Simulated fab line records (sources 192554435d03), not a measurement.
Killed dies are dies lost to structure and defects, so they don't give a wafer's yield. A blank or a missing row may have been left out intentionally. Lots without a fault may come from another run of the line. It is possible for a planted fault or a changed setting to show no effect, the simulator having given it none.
Chamber matching | flow n5-finfet | 4 sister chambers for N5_BEOL_M3_STRIP_36 on rie-diel-02
The step strips in N2/H2. 20 wafers are shown with their chamber, then 10 later ones without.

## WAFERS WITH THEIR CHAMBER
wafer  | chamber | drypump-motor-current-A (A) | showerhead-plenum-p-Torr (Torr) | throttle-valve-pct (%)
L075.1 | 0       | 5.1                         | 2.61                            | 24.0
L075.2 | 1       | 5.6                         | 2.49                            | 23.6
L075.6 | 1       | 5.6                         | 2.49                            | 23.6
L074.2 | 1       | 5.6                         | 2.49                            | 23.6
L074.3 | 0       | 5.1                         | 2.61                            | 24.0
L074.5 | 1       | 5.6                         | 2.49                            | 23.6
L076.1 | 2       | 6.0                         | 2.54                            | 23.4
L076.3 | 1       | 5.7                         | 2.49                            | 23.6
L076.6 | 1       | 5.6                         | 2.49                            | 23.5
L079.1 | 3       | 5.6                         | 2.50                            | 23.6
L079.4 | 2       | 6.1                         | 2.54                            | 23.4
L079.6 | 1       | 5.6                         | 2.49                            | 23.5
L082.2 | 0       | 5.1                         | 2.61                            | 24.0
L082.4 | 3       | 5.6                         | 2.50                            | 23.6
L082.5 | 0       | 5.1                         | 2.61                            | 24.0
L086.1 | 1       | 5.6                         | 2.48                            | 23.6
L086.2 | 2       | 6.1                         | 2.53                            | 23.5
L086.4 | 3       | 5.6                         | 2.49                            | 23.6
L087.1 | 2       | 6.1                         | 2.53                            | 23.5
L087.5 | 1       | 5.7                         | 2.48                            | 23.6

SIGNATURES (means of the wafers above)
reading                  | chamber 0 | chamber 1 | chamber 2 | chamber 3 | scatter within a chamber
drypump-motor-current-A  | 5.100     | 5.622     | 6.075     | 5.600     | 0.038
showerhead-plenum-p-Torr | 2.6100    | 2.4878    | 2.5350    | 2.4967    | 0.00449
throttle-valve-pct       | 24.000    | 23.578    | 23.450    | 23.600    | 0.04
Rule: for each reading, subtract the chamber's mean from the wafer's reading, divide by that reading's scatter and square the result; add these up over the readings and take the root, which gives the wafer's distance from the chamber. If the next closest chamber is less than 2 further off than the closest, the wafer can't be placed; otherwise it belongs to the closest. The scatter: the root of (the sum of the squares of (reading less its chamber's mean) over the shown wafers, divided by (wafers less chambers)).

## WAFERS WITH NO CHAMBER GIVEN
wafer  | drypump-motor-current-A (A) | showerhead-plenum-p-Torr (Torr) | throttle-valve-pct (%)
L087.6 | 6.0                         | 2.53                            | 23.5
L091.1 | 5.6                         | 2.48                            | 23.6
L091.2 | 5.6                         | 2.49                            | 23.7
L091.4 | 6.0                         | 2.53                            | 23.5
L092.4 | 5.6                         | 2.48                            | 23.6
L092.5 | 5.6                         | 2.49                            | 23.7
L092.6 | 5.1                         | 2.60                            | 24.0
L094.1 | 5.1                         | 2.60                            | 24.0
L094.2 | 5.6                         | 2.48                            | 23.6
L094.3 | 5.6                         | 2.49                            | 23.6

## EACH ONE'S CHAMBER
wafer  | from the rows above     | in truth
L087.6 | 2                       | 2
L091.1 | can't be placed: 1 or 3 | 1
L091.2 | can't be placed: 3 or 1 | 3
L091.4 | 2                       | 2
L092.4 | can't be placed: 1 or 3 | 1
L092.5 | can't be placed: 3 or 1 | 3
L092.6 | 0                       | 0
L094.1 | 0                       | 0
L094.2 | can't be placed: 1 or 3 | 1
L094.3 | can't be placed: 1 or 3 | 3
Correct placement for 4 of the 10. From these rows, 6 cannot be placed; in 6 the true chamber is one of the candidates. Wrongly placed: 0.
